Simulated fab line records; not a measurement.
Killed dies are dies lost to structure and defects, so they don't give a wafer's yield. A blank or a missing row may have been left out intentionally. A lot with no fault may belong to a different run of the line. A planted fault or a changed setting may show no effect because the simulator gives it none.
Comparing a struck lot with a sound one | flow nandHarc | 15 out of 1159 route steps
Sound: the wafers L719.2, L719.4, L719.5. Struck: wafers L729.4, L729.5 (left out: L729.2, a lot-mate that was not struck); the cause follows at the end.
Each step with rows lists, per side, the tool, then ch with its chambers, then its first start. Under that, the readings that differ: sound wafers | struck wafers | difference of the means | sigmas: that difference in standard deviations of wafers without a fault.
alike: words and numbers the same on both sides, and readings whose means are apart by under 2 such deviations; not compared: readings that were withheld, readings missing a value for some wafer, numbers with overlapping values and no deviation given by the record, and bounds like >300 which may hide the same value.
Wherever a step has rows on one side only, a row that says differs or no value, or a row with sigmas, the two part there. Numbers that don't overlap but have no deviation are shown without sigmas and don't part them. A reading missing from all wafers of one side parts the sides only when that side holds two or more wafers.

first, 1 step without rows for these wafers: NHARC_A_ONON_D1_DEP_03 (target thk 1000 nm).
NHARC_A_ONON_D1_THK_MEAS_05: measures by ellipsometry.
  sound on filmMetro-02 at day 7 11:17; struck on filmMetro-02 at day 10 04:20
reading    | sound       | struck    | difference | sigmas
thkNm (nm) | 983 981 981 | 1006 1006 | +24        | +3
then, no rows for these wafers at 1 step: NHARC_A_ONON_D1_DEP_06 (target thk 1000 nm).
NHARC_A_ONON_D1_THK_MEAS_08: measures by ellipsometry.
  sound on filmMetro-01 at day 7 11:52; struck on filmMetro-01 at day 10 04:55
  alike: thkNm
then, no rows for these wafers at 1 step: NHARC_A_ONON_D1_DEP_09 (target thk 1000 nm).
NHARC_A_ONON_D1_THK_MEAS_11: measures by ellipsometry.
  sound on filmMetro-02 at day 7 12:25; struck on filmMetro-02 at day 10 05:29
  alike: thkNm
then, no rows for these wafers at 1 step: NHARC_A_ONON_D1_DEP_12 (target thk 1000 nm).
NHARC_A_ONON_D1_THK_MEAS_14: measures by ellipsometry.
  sound on filmMetro-01 at day 7 12:59; struck on filmMetro-02 at day 10 06:04
  alike: thkNm
then, 2 steps without rows for these wafers: NHARC_A_ONON_D1_ANNEAL_15 (time 3600 s); NHARC_A_ONON_D1_DEP_16 (target thk 1000 nm).
NHARC_A_ONON_D1_THK_MEAS_18: measures by ellipsometry.
  sound on filmMetro-01 at day 7 19:57; struck on filmMetro-01 at day 10 13:07
  alike: thkNm
NHARC_A_ONON_D1_DEP_19: target thk 1000 nm.
  sound on pecvdOnon-02 ch 0, day 7 20:12; struck on pecvdOnon-01 ch 0, day 10 13:14
  alike: n2oFlowSccm, nh3FlowSccm
NHARC_A_ONON_D1_THK_MEAS_21: measures by ellipsometry.
  sound on filmMetro-02 at day 7 20:39; struck on filmMetro-02 at day 10 13:41
reading    | sound       | struck  | difference | sigmas
thkNm (nm) | 985 985 985 | 641 638 | -346       | -35
then, no rows for these wafers at 1 step: NHARC_A_ONON_D1_DEP_22 (target thk 1000 nm).
-- record jumps: 11 days between struck wafers' starts before vs after; left off in module A_ONON_D1, resumes in module END, first step shown is number 1159 of the route --
NHARC_END_SORT_01:
  only the struck wafers appear in the record here, on prober-02 ch 0 at day 21 13:46; the sound ones have no rows

## WHERE THEY PART
First at NHARC_A_ONON_D1_THK_MEAS_05; last, within this record, at NHARC_END_SORT_01.

WHY: whatever the simulator had introduced
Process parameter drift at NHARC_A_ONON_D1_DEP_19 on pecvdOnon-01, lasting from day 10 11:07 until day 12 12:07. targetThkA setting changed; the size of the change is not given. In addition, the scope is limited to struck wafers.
